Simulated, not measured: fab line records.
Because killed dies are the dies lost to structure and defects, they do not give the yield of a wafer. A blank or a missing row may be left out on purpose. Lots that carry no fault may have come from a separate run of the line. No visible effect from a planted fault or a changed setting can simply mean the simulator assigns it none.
One fault through the eyes of 2 desks	flow n5Finfet	what lay behind the numbers comes last; until then each desk has only its own

## FOR THE TOOL OWNER'S DESK: aldMetal-04
The tool's own readings at N5_HKMG_FIN_NWFM_ALD_20 (deposits TiAlC, target thk 2 nm, pulse time 3 s, purge time 2 s): means of the sampled wafers that have a number, for each lot that ran on this tool. A lot is out of limits, marked OUT, if its mean lies more than 4 standard deviations from the usual mean; the brackets give that distance.
Columns: A = heaterPowerW at N5_HKMG_FIN_NWFM_ALD_20, usual 488 W; B = precursorPulseHeightRel at N5_HKMG_FIN_NWFM_ALD_20, usual 1.000
lot	first seen here	A	B
L510	day 4 10:01	487	0.990
L514	day 5 05:42	520	0.987
L516	day 5 16:31	532	1.006
L520	day 6 16:40	451	0.995
L524	day 7 22:28	452	0.983
Result from this desk: across the 5 lots, nothing is out of limits.

## THE METROLOGY DESK
What the gauges read for every lot (on any tool): the sampled wafers with a number, averaged. A lot is out of limits, marked OUT, if its mean lies more than 4 standard deviations from the usual mean; the brackets give that distance. Readings shown: 7 out of 16 (the first out of limits, and those lying furthest out on some lot).
Columns: A = IOFF_N_85C at N5_BEOL_M4_RC_MEAS_101, usual 3.1 nA/um; B = IOFF_N_LIN at N5_BEOL_M4_RC_MEAS_101, usual 0.073 nA/um; C = IOFF_N_LONG at N5_BEOL_M4_RC_MEAS_101, usual 5.58e-05 nA/um; D = IOFF_P at N5_BEOL_M4_RC_MEAS_101, usual 0.21 nA/um; E = VT_N at N5_BEOL_M4_RC_MEAS_101, usual 250 mV; F = VT_N_LONG at N5_BEOL_M4_RC_MEAS_101, usual 274.7 mV; G = VT_N_LVT at N5_BEOL_M4_RC_MEAS_101, usual 99 mV
lot	first seen here	A	B	C	D	E	F	G
L510	day 7 18:26	3.7	0.091	5.77e-05	0.28	246	274.9	94
L514	day 8 18:02	2.8	0.065	5.32e-05	0.19	253	275.6	101
L516	day 9 06:25	3.6	0.087	5.65e-05	0.23	247	272.7	95
L520	day 9 22:16	2.2	0.051	4.89e-05	0.19	262	284.0 (+4.7) OUT	110
L524	day 12 21:15	2.1	0.047	4.39e-05 (-5.2) OUT	0.23	265 (+4.6) OUT	289.2 (+7.2) OUT	112 (+4.1) OUT
L531	day 13 00:07	3.0	0.071	5.65e-05	0.21	250	275.9	102
L527	day 14 01:24	3.1	0.072	5.17e-05	0.22	250	276.2	101
L529	day 14 09:01	3.4	0.079	5.58e-05	0.23	247	274.7	98
L533	day 15 04:40	3.0	0.071	5.57e-05	0.21	251	273.6	98
This desk's finding: out of limits on L520, L524; first on L520, day 9 22:16 (VT_N_LONG at N5_BEOL_M4_RC_MEAS_101). L510, L514, L516, L531, L527, L529, L533 stayed within limits.

## PUT TOGETHER
L520, L524 would have let the metrology desk raise an alarm at day 9 22:16.
The tool owner's desk saw nothing out of limits.
The tool owner's desk has L520, L524 on record, within its limits.
Every lot named ran N5_HKMG_FIN_NWFM_ALD_20 on aldMetal-04.

## WHAT HAD BEEN PUT IN BY THE SIMULATOR
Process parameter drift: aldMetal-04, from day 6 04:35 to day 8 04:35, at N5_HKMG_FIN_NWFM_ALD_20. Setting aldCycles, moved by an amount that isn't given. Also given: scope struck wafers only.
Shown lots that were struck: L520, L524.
Delay in hours, fault start to first out-of-limits reading, per desk: metrology desk 90.
